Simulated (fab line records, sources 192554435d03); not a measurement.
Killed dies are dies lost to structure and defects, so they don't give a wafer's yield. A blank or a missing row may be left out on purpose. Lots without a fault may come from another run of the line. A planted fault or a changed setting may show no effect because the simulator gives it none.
One fault seen from 3 desks | flow n5_finfet | each desk has only its own numbers; what lay behind them comes last

THE METROLOGY DESK
What the gauges read, lot by lot, whatever tool the lot ran on: means of the sampled wafers that have a number. A lot is out of limits, marked OUT, if its mean lies more than 4 standard deviations from the usual mean; the brackets give that distance. Of its 12 readings 7 are shown: those that lie furthest out on some lot.
Columns: A = V3_OVL at N5_BEOL_M4_OVL_MEAS_29, usual 0.5 nm; B = DIBL_N at N5_BEOL_M4_RC_MEAS_101, usual 37.0 mV/V; C = IOFF_P at N5_BEOL_M4_RC_MEAS_101, usual 0.22 nA/um; D = ION_P at N5_BEOL_M4_RC_MEAS_101, usual 461 uA/um; E = SS_P at N5_BEOL_M4_RC_MEAS_101, usual 73.4 mV/dec; F = VT_N at N5_BEOL_M4_RC_MEAS_101, usual 250 mV; G = VT_P at N5_BEOL_M4_RC_MEAS_101, usual -250 mV
lot  | first seen here | A    | B    | C    | D   | E    | F   | G
L456 | day 8 20:05     | 1.1  | 39.2 | 0.22 | 453 | 74.0 | 246 | -251
L463 | day 10 16:49    | 1.1  | 37.2 | 0.22 | 464 | 73.1 | 252 | -249
L466 | day 11 05:05    | -0.3 | 36.0 | 0.22 | 467 | 73.5 | 251 | -250
L467 | day 11 12:08    | 0.2  | 37.8 | 0.26 | 471 | 73.4 | 246 | -245
L474 | day 13 05:47    | -1.0 | 37.5 | 0.20 | 466 | 72.7 | 249 | -250
L473 | day 13 10:01    | 0.7  | 36.3 | 0.22 | 468 | 73.2 | 249 | -249
This desk's finding: nothing out of limits on any of the 6 lots.

THE DEFECT DESK
What the inspections along the route counted, lot by lot: means of the sampled wafers that have a number. A lot is out of limits, marked OUT, if its mean lies more than 4 standard deviations from the usual mean; the brackets give that distance.
Columns: A = raw_defect_count at N5_BEOL_M4_INSPECT_30, usual 411
lot  | first seen here | A
L456 | day 8 20:11     | 331
L463 | day 10 16:54    | 343
L466 | day 11 05:10    | 305
L467 | day 11 12:13    | 439
L474 | day 13 05:53    | 437
L473 | day 13 10:06    | 319
This desk's finding: nothing out of limits on any of the 6 lots.

THE TOOL OWNER'S DESK: rie_diel-05
The tool's own readings at N5_BEOL_M4_VIA_ETCH_34 (etches the open film in C4F6/O2, target depth 69.4 nm, time 65.9 s): means of the sampled wafers that have a number, for each lot that ran on this tool. A lot is out of limits, marked OUT, if its mean lies more than 4 standard deviations from the usual mean; the brackets give that distance.
Columns: A = drypump_motor_current_A at N5_BEOL_M4_VIA_ETCH_34, usual 5.8 A; B = oes_product_au at N5_BEOL_M4_VIA_ETCH_34, usual 0.78 a.u.; C = rf_fwd_power_W at N5_BEOL_M4_VIA_ETCH_34, usual 346.8 W; D = rf_vpp_V at N5_BEOL_M4_VIA_ETCH_34, usual 666 V; E = showerhead_plenum_p_Torr at N5_BEOL_M4_VIA_ETCH_34, usual 2.91 Torr; F = throttle_valve_pct at N5_BEOL_M4_VIA_ETCH_34, usual 30.71 %
lot  | first seen here | A   | B    | C               | D             | E    | F
L463 | day 10 17:53    | 5.9 | 0.80 | 346.2           | 659           | 2.88 | 30.45
L466 | day 11 05:38    | 6.0 | 0.80 | 262.2 (-70) OUT | 767 (+12) OUT | 2.87 | 30.72
L467 | day 11 13:11    | 5.8 | 0.73 | 262.4 (-70) OUT | 753 (+10) OUT | 2.87 | 30.43
This desk's finding: out of limits on L466, L467; first on L466, day 11 05:38 (rf_fwd_power_W at N5_BEOL_M4_VIA_ETCH_34). In limits: L463.

PUT TOGETHER
The tool owner's desk could have raised an alarm at day 11 05:38, on L466, L467.
The metrology desk saw nothing out of limits.
The defect desk saw nothing out of limits.
The metrology desk has L466, L467 on record, within its limits.
The defect desk has L466, L467 on record, within its limits.
Of the lots named, all ran N5_BEOL_M4_VIA_ETCH_34 on rie_diel-05.

WHAT THE SIMULATOR HAD PUT IN
Process parameter drift: rie_diel-05, from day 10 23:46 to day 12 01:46, at N5_BEOL_M4_VIA_ETCH_34. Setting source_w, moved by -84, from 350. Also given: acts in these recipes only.
Lots struck among those shown: L466, L467.
Hours from the fault's start to each desk's first reading out of limits: the tool owner's desk, 6.
